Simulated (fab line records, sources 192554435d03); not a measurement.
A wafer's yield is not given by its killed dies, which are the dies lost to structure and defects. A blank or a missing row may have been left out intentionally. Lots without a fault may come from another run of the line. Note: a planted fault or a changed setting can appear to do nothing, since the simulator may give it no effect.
One fault through the eyes of 2 desks :: flow n5 finfet :: what lay behind the numbers comes last; until then each desk has only its own

== METROLOGY DESK ==
Lot by lot, what the gauges showed, no matter which tool ran the lot: averages of those sampled wafers that carry a number. Any lot whose mean is over 4 standard deviations away from the usual mean is out of limits and marked OUT; that distance is given in the brackets. Readings shown: 7 of its 10, picked as those furthest out on some lot.
Columns: A = DIBL_N at N5_BEOL_M4_RC_MEAS_101, usual 36.2 mV/V; B = DIBL_P at N5_BEOL_M4_RC_MEAS_101, usual 36.1 mV/V; C = IOFF_N at N5_BEOL_M4_RC_MEAS_101, usual 0.16 nA/um; D = ION_N at N5_BEOL_M4_RC_MEAS_101, usual 675 uA/um; E = SS_N at N5_BEOL_M4_RC_MEAS_101, usual 71.5 mV/dec; F = SS_P at N5_BEOL_M4_RC_MEAS_101, usual 73.2 mV/dec; G = VT_N at N5_BEOL_M4_RC_MEAS_101, usual 250 mV
lot: L517
first seen here: day 9 04:14
A: 35.2
B: 34.2
C: 0.15
D: 678
E: 71.0
F: 73.2
G: 248

lot: L525
first seen here: day 11 05:14
A: 32.3
B: 31.6
C: 0.11
D: 654
E: 70.7
F: 72.2
G: 255

lot: L528
first seen here: day 11 22:25
A: 35.9
B: 34.3
C: 0.14
D: 673
E: 71.1
F: 73.1
G: 249

lot: L531
first seen here: day 12 08:26
A: 36.5
B: 35.4
C: 0.15
D: 676
E: 71.4
F: 73.3
G: 251
This desk's finding: nothing out of limits on any of the 4 lots.

== THE TOOL OWNER'S DESK: litho track-05 ==
The tool's own readings at N5_DUMMY_GATE_COAT_35 (time 60 s, resist thk 10 nm): means of the sampled wafers that have a number, for each lot that ran on this tool. Any lot whose mean is over 4 standard deviations away from the usual mean is out of limits and marked OUT; that distance is given in the brackets.
Columns: A = chill plate temp C at N5_DUMMY_GATE_COAT_35, usual 23.01 C; B = plate temp C at N5_DUMMY_GATE_COAT_35, usual 219.99 C; C = spin speed rpm at N5_DUMMY_GATE_COAT_35, usual 1500.0 rpm
lot: L517
first seen here: day 3 16:04
A: 22.98
B: 219.91
C: 1500.0

lot: L525
first seen here: day 5 23:43
A: 22.95
B: 220.07
C: 1823.6 (+99 or more) OUT

lot: L528
first seen here: day 6 11:32
A: 23.02
B: 220.02
C: 1824.7 (+99 or more) OUT
Finding of this desk: L525, L528 out of limits; the first was L525 at day 5 23:43, on spin speed rpm at N5_DUMMY_GATE_COAT_35. L517: within limits.

== BROUGHT TOGETHER ==
The tool owner's desk could have raised an alarm at day 5 23:43, on L525, L528.
Metrology desk: nothing out of limits seen.
The metrology desk has L525, L528 on record, within its limits.
Of the lots named, all ran N5_DUMMY_GATE_COAT_35 on litho track-05.

== WHAT THE SIMULATOR PUT IN ==
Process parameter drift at N5_DUMMY_GATE_COAT_35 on litho track-05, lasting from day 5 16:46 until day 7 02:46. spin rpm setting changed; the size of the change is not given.
Lots struck among those shown: L525, L528.
Hours from the fault's start to each desk's first reading out of limits: the tool owner's desk, 7.
